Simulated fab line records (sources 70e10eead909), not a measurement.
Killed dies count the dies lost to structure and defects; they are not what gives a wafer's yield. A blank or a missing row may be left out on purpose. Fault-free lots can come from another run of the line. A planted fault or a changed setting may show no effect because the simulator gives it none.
Chamber matching / flow nand harc / NHARC_P_GATE_ETCH_32 on rie si-03: 4 sister chambers
The step etches the open film in HBr/Cl2, target depth 150 nm, time 100.1 s. 8 wafers are shown with their chamber, then 7 later ones without.

== WAFERS PAIRED WITH THEIR CHAMBERS ==
wafer=L206.1; chamber=2; drypump motor current A (A)=5.6; rf fwd power W (W)=396.0
wafer=L206.4; chamber=1; drypump motor current A (A)=5.4; rf fwd power W (W)=396.3
wafer=L206.5; chamber=2; drypump motor current A (A)=5.7; rf fwd power W (W)=396.0
wafer=L207.2; chamber=0; drypump motor current A (A)=6.1; rf fwd power W (W)=398.6
wafer=L207.5; chamber=0; drypump motor current A (A)=6.1; rf fwd power W (W)=400.1
wafer=L207.6; chamber=1; drypump motor current A (A)=5.4; rf fwd power W (W)=396.4
wafer=L211.1; chamber=3; drypump motor current A (A)=5.9; rf fwd power W (W)=394.2
wafer=L211.5; chamber=3; drypump motor current A (A)=5.9; rf fwd power W (W)=393.8

== WAFERS WHOSE CHAMBER IS MISSING ==
wafer=L211.6; drypump motor current A (A)=6.1; rf fwd power W (W)=399.1
wafer=L212.1; drypump motor current A (A)=5.9; rf fwd power W (W)=394.3
wafer=L212.3; drypump motor current A (A)=5.7; rf fwd power W (W)=398.1
wafer=L212.5; drypump motor current A (A)=6.1; rf fwd power W (W)=398.7
wafer=L216.1; drypump motor current A (A)=5.9; rf fwd power W (W)=393.2
wafer=L216.2; drypump motor current A (A)=5.6; rf fwd power W (W)=398.4
wafer=L216.5; drypump motor current A (A)=6.1; rf fwd power W (W)=397.3

== EACH ONE'S CHAMBER ==
wafer=L211.6; from the rows above=0; in truth=0
wafer=L212.1; from the rows above=3; in truth=3
wafer=L212.3; from the rows above=2; in truth=2
wafer=L212.5; from the rows above=0; in truth=0
wafer=L216.1; from the rows above=3; in truth=3
wafer=L216.2; from the rows above=2; in truth=2
wafer=L216.5; from the rows above=0; in truth=0
Placed correctly: 7 of 7. Number that these rows cannot place: 0. 0 placed wrongly.
How it was worked out, from the rows above alone: a wafer's distance from a chamber is the root of the sum, over the readings, of the square of ((its reading less the chamber's mean) divided by the reading's scatter). The wafer belongs to the nearest chamber; if the next one is less than 2 further off, it can't be placed. The mean given for a chamber averages the wafers shown for that chamber. The scatter: take each reading less its chamber's mean, square it, sum over the shown wafers, divide by the number of wafers less the number of chambers, and take the root.
